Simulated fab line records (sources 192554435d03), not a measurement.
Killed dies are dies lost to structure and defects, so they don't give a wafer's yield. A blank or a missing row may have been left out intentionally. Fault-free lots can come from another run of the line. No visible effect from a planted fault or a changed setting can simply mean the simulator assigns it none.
What tool caused it? | flow n5Finfet | 8 lots, 23 wafers sampled, at 6 steps of a route of 1938

== WHAT THE GAUGES READ, wafer by wafer ==
N5_BEOL_M4_RC_MEAS_101. Usual: DIBL_N 36.0 mV/V, standard deviation 2.5; DIBL_P 36.2 mV/V, standard deviation 3; IOFF_N 0.16 nA/um, standard deviation 0.044; IOFF_P 0.21 nA/um, standard deviation 0.049; ION_N 671 uA/um, standard deviation 15; ION_P 461 uA/um, standard deviation 8.7; SS_N 71.5 mV/dec, standard deviation 0.72; SS_P 73.4 mV/dec, standard deviation 0.9; VT_N 251 mV, standard deviation 4.4; VT_P -250 mV, standard deviation 4.
lot  | measured     | on        | DIBL_N (mV/V)  | DIBL_P (mV/V)  | IOFF_N (nA/um) | IOFF_P (nA/um) | ION_N (uA/um) | ION_P (uA/um) | SS_N (mV/dec)  | SS_P (mV/dec)  | VT_N (mV)   | VT_P (mV)      | flag
L865 | day 8 21:15  | prober-02 | 34.6 33.6 33.5 | 36.4 35.3 35.5 | 0.13 0.13 0.13 | 0.19 0.17 0.18 | 652 660 652   | 449 452 447   | 71.9 71.7 72.0 | 73.2 73.2 73.0 | 254 253 254 | -252 -253 -255 | 
L866 | day 8 21:51  | prober-01 | 39.1 36.2 35.8 | 39.3 36.5 34.4 | 0.23 0.17 0.16 | 0.27 0.23 0.20 | 683 688 659   | 463 468 451   | 73.2 71.3 71.9 | 74.2 73.4 73.2 | 247 248 249 | -246 -248 -248 | 
L884 | day 13 18:57 | prober-02 | 36.2 33.7 39.4 | 37.6 33.4 39.8 | 0.16 0.11 0.22 | 0.25 0.17 0.28 | 674 657 694   | 477 453 471   | 71.6 71.6 73.2 | 73.7 72.2 73.9 | 250 256 243 | -247 -254 -246 | 
L886 | day 13 20:39 | prober-01 | 40.1 36.2 37.9 | 40.6 35.1 37.6 | 0.25 0.13 0.19 | 0.31 0.19 0.25 | 689 651 675   | 470 453 463   | 73.0 71.1 71.8 | 74.3 73.0 73.6 | 245 255 246 | -242 -252 -246 | 
L887 | day 14 06:51 | prober-02 | 37.1 34.0      | 38.2 34.5      | 0.17 0.12      | 0.21 0.16      | 685 675       | 470 460       | 71.1 70.8      | 74.5 73.5      | 253 252     | -253 -258      | 

== WHAT TOOL EACH LOT RAN ON (gives the tool, then ch and the chambers of the sampled wafers, and finally the start) ==
lot  | N5_PMOS_HMC_CHANNEL_EPI_ETCH_32  | N5_PMOS_HMC_CHANNEL_EPI_HM_OPEN_15 | N5_FIN_SAQP_DESCUM_21            | N5_FIN_SAQP_ETCH_51              | N5_FIN_SAQP_MANDREL_ETCH_58
L865 | rieDiel-06 ch 1,2,3, day 1 23:07 | rieDiel-06 ch 1,2,3, day 1 23:09   | rieDiel-05 ch 0,2, day 2 04:18   | rieDiel-05 ch 0,2, day 2 04:20   | rieSi-06 ch 0,3, day 2 06:43
L866 | rieDiel-03 ch 0,1, day 2 05:22   | rieDiel-03 ch 0,1, day 2 05:25     | rieDiel-05 ch 0,2, day 2 09:39   | rieDiel-05 ch 0,2, day 2 09:41   | rieSi-01 ch 0,1, day 2 12:28
L880 | rieDiel-03 ch 0,2, day 5 17:00   | rieDiel-03 ch 0,2, day 5 17:02     | -                                | -                                | -
L881 | rieDiel-06 ch 1,2,3, day 5 23:37 | rieDiel-06 ch 1,2,3, day 5 23:40   | -                                | -                                | -
L882 | rieDiel-06 ch 0,1,2, day 6 05:28 | rieDiel-06 ch 0,1,2, day 6 05:31   | -                                | -                                | -
L884 | rieDiel-06 ch 0,1,2, day 6 18:11 | rieDiel-06 ch 0,1,2, day 6 18:14   | rieDiel-01 ch 0,2,3, day 6 23:02 | rieDiel-01 ch 0,2,3, day 6 23:04 | rieSi-06 ch 0,1,3, day 7 01:22
L886 | rieDiel-04 ch 0,3, day 7 06:20   | rieDiel-04 ch 0,3, day 7 06:22     | rieDiel-01 ch 0,3, day 7 10:23   | rieDiel-01 ch 0,3, day 7 10:25   | rieSi-05 ch 0,1,3, day 7 12:42
L887 | rieDiel-06 ch 3, day 7 11:49     | rieDiel-06 ch 3, day 7 11:52       | rieDiel-01 ch 0,3, day 7 16:14   | rieDiel-01 ch 0,3, day 7 16:17   | rieSi-06 ch 2, day 7 18:46
- N5_PMOS_HMC_CHANNEL_EPI_ETCH_32: etches BARC in N2/H2, stops on SiO2, target depth 85.8 nm, time 50.3 s.
- N5_PMOS_HMC_CHANNEL_EPI_HM_OPEN_15: chemistry CHF3/O2, target SiO2, target depth 40.6 nm, time 20.3 s.
- N5_FIN_SAQP_DESCUM_21: chemistry O2, time 7.9 s.
- N5_FIN_SAQP_ETCH_51: etches SiARC in CF4, target depth 45.5 nm, time 75.8 s.
- N5_FIN_SAQP_MANDREL_ETCH_58: etches a-Si in HBr/Cl2, stops on SiNx, target depth 45 nm, bt time 10 s, time 27 s.

== AS READ BY THE TOOLS THEMSELVES (means over the sampled wafers that have a number; for cases with no such wafer, the mark the record gives instead) ==
N5_PMOS_HMC_CHANNEL_EPI_ETCH_32. Usual: biasW is 150.0 W with standard deviation 0.46, chamberPressureMTorr is 30.00 mTorr with standard deviation 0.032, drypumpMotorCurrentA is 5.6 A with standard deviation 0.42, oesProductAu is 0.68 a.u. with standard deviation 0.078, rfVppV is 523.2 V with standard deviation 1.6, showerheadPlenumPTorr is 2.52 Torr with standard deviation 0.062, and throttleValvePct is 17.96 % with standard deviation 0.27.
lot  | tool       | biasW (W) | chamberPressureMTorr (mTorr) | drypumpMotorCurrentA (A) | oesProductAu (a.u.) | rfVppV (V) | showerheadPlenumPTorr (Torr) | throttleValvePct (%) | flag
L865 | rieDiel-06 | 149.7     | 29.95                        | 6.0                      | 0.63                | 524.2      | 2.56                         | 17.99                | 
L866 | rieDiel-03 | 149.9     | 30.00                        | 5.3                      | 0.62                | 521.1      | 2.45                         | 18.13                | 
L880 | rieDiel-03 | -         | -                            | -                        | -                   | -          | -                            | -                    | OFF
L881 | rieDiel-06 | -         | -                            | -                        | -                   | -          | -                            | -                    | OFF
L882 | rieDiel-06 | -         | -                            | -                        | -                   | -          | -                            | -                    | OFF
L884 | rieDiel-06 | 150.2     | 30.00                        | 5.7                      | 0.66                | 524.0      | 2.50                         | 17.84                | 
L886 | rieDiel-04 | 149.9     | 30.00                        | 5.4                      | 0.71                | 522.6      | 2.51                         | 17.98                | 
L887 | rieDiel-06 | 149.3     | 30.10                        | 6.2                      | 0.77                | 524.5      | 2.60                         | 17.81                | OFF

N5_PMOS_HMC_CHANNEL_EPI_HM_OPEN_15. Usual: drypumpMotorCurrentA 5.6 A, standard deviation 0.42; oesProductAu 0.79 a.u., standard deviation 0.094; rfVppV 528 V, standard deviation 21; showerheadPlenumPTorr 2.39 Torr, standard deviation 0.054; throttleValvePct 18.93 %, standard deviation 0.2.
lot  | tool       | drypumpMotorCurrentA (A) | oesProductAu (a.u.) | rfVppV (V) | showerheadPlenumPTorr (Torr) | throttleValvePct (%) | flag
L865 | rieDiel-06 | 6.0                      | 0.72                | 537        | 2.42                         | 18.99                | 
L866 | rieDiel-03 | 5.3                      | 0.72                | 559        | 2.34                         | 19.20                | 
L880 | rieDiel-03 | 5.2                      | 0.27                | 552        | 2.41                         | 18.90                | OFF
L881 | rieDiel-06 | 6.0                      | 0.30                | 537        | 2.41                         | 18.79                | OFF
L882 | rieDiel-06 | 5.6                      | 0.29                | 533        | 2.37                         | 18.75                | OFF
L884 | rieDiel-06 | 5.6                      | 0.76                | 532        | 2.36                         | 18.86                | 
L886 | rieDiel-04 | 5.4                      | 0.82                | 508        | 2.36                         | 18.86                | 
L887 | rieDiel-06 | 6.2                      | 0.90                | 534        | 2.47                         | 18.80                | 

N5_FIN_SAQP_DESCUM_21. Usual: drypumpMotorCurrentA 5.8 A, standard deviation 0.47; oesProductAu 0.76 a.u., standard deviation 0.065; rfVppV 243.3 V, standard deviation 1.3; showerheadPlenumPTorr 2.10 Torr, standard deviation 0.074; throttleValvePct 20.57 %, standard deviation 0.28.
lot  | tool       | drypumpMotorCurrentA (A) | oesProductAu (a.u.) | rfVppV (V) | showerheadPlenumPTorr (Torr) | throttleValvePct (%) | flag
L865 | rieDiel-05 | 6.2                      | 0.79                | 242.6      | 2.05                         | 20.39                | 
L866 | rieDiel-05 | 6.2                      | 0.79                | 242.3      | 2.05                         | 20.40                | 
L884 | rieDiel-01 | 5.9                      | 0.74                | 243.7      | 2.09                         | 20.79                | 
L886 | rieDiel-01 | 5.9                      | 0.72                | 242.8      | 2.05                         | 20.58                | 
L887 | rieDiel-01 | 6.0                      | 0.72                | 242.3      | 2.03                         | 20.66                | 

N5_FIN_SAQP_ETCH_51. Usual: biasW 36.01 W, standard deviation 0.1; cf4FlowSccm 100.0 sccm, standard deviation 0.34; drypumpMotorCurrentA 5.8 A, standard deviation 0.48; etchRfOnTimeS 76.0 s, standard deviation 2.2; oesProductAu 0.65 a.u., standard deviation 0.053; rfVppV 184.1 V, standard deviation 1.2; showerheadPlenumPTorr 2.14 Torr, standard deviation 0.063; throttleValvePct 15.71 %, standard deviation 0.21.
lot  | tool       | biasW (W) | cf4FlowSccm (sccm) | drypumpMotorCurrentA (A) | etchRfOnTimeS (s) | oesProductAu (a.u.) | rfVppV (V) | showerheadPlenumPTorr (Torr) | throttleValvePct (%) | flag
L865 | rieDiel-05 | 35.93     | 99.5               | 6.2                      | 76.6              | 0.67                | 184.3      | 2.11                         | 15.67                | 
L866 | rieDiel-05 | 36.04     | 100.2              | 6.2                      | 78.1              | 0.66                | 183.4      | 2.11                         | 15.68                | 
L884 | rieDiel-01 | 36.08     | 100.1              | 5.9                      | 75.5              | 0.64                | 183.8      | 2.13                         | 15.85                | 
L886 | rieDiel-01 | 35.94     | 99.7               | 5.9                      | 74.6              | 0.64                | 183.3      | 2.09                         | 15.74                | 
L887 | rieDiel-01 | 35.93     | 100.2              | 6.0                      | 75.6              | 0.62                | 183.1      | 2.08                         | 15.81                | 

N5_FIN_SAQP_MANDREL_ETCH_58. Usual: HBr_flow_sccm 150.0 sccm, standard deviation 0.42; biasW 74.98 W, standard deviation 0.22; drypumpMotorCurrentA 5.5 A, standard deviation 0.55; heBacksideLeakSccm 2.64 sccm, standard deviation 0.25; mfcCl2Sccm 79.99 sccm, standard deviation 0.25; oesProductAu 0.699 a.u., standard deviation 0.009; throttleValvePct 35.58 %, standard deviation 0.27.
lot  | tool     | HBr_flow_sccm (sccm) | biasW (W) | drypumpMotorCurrentA (A) | heBacksideLeakSccm (sccm) | mfcCl2Sccm (sccm) | oesProductAu (a.u.) | throttleValvePct (%) | flag
L865 | rieSi-06 | 150.2                | 74.83     | 5.4                      | 2.51                      | 79.96             | 0.685               | 35.56                | 
L866 | rieSi-01 | 150.0                | 74.83     | 5.8                      | 2.85                      | 79.65             | 0.699               | 35.41                | 
L884 | rieSi-06 | 150.5                | 74.80     | 5.8                      | 2.58                      | 80.02             | 0.695               | 35.46                | 
L886 | rieSi-05 | 149.8                | 74.88     | 5.3                      | 2.67                      | 80.34             | 0.705               | 35.69                | 
L887 | rieSi-06 | 150.7                | 74.82     | 5.0                      | 2.47                      | 80.08             | 0.703               | 35.65                | 

== THE ANSWER, worked out from the rows above alone ==
Rule: a lot is off if the mean of its wafers that have a number lies more than 3 standard deviations from the usual mean. Also off: a lot with no number at a reading for which 4 or more lots have one. Where the step has rows for the other lots, those lots are counted as sound. Order of review: gauges by route order, followed by the tools' own readings, for which a lot's mean as printed above is used. The first step at which some lot is off is used, and at that step the reading that is off furthest; a lot without a number counts as furthest.
Off: L880, L881, L882, at N5_PMOS_HMC_CHANNEL_EPI_ETCH_32 (biasW). Without a number there: L880, L881, L882.
A tool fits if, at that step or a process step before it, it ran every lot that is off, and no sound lot after the first of them. No candidate that was tried fits.

== WHAT THE SIMULATOR HAD PUT IN ==
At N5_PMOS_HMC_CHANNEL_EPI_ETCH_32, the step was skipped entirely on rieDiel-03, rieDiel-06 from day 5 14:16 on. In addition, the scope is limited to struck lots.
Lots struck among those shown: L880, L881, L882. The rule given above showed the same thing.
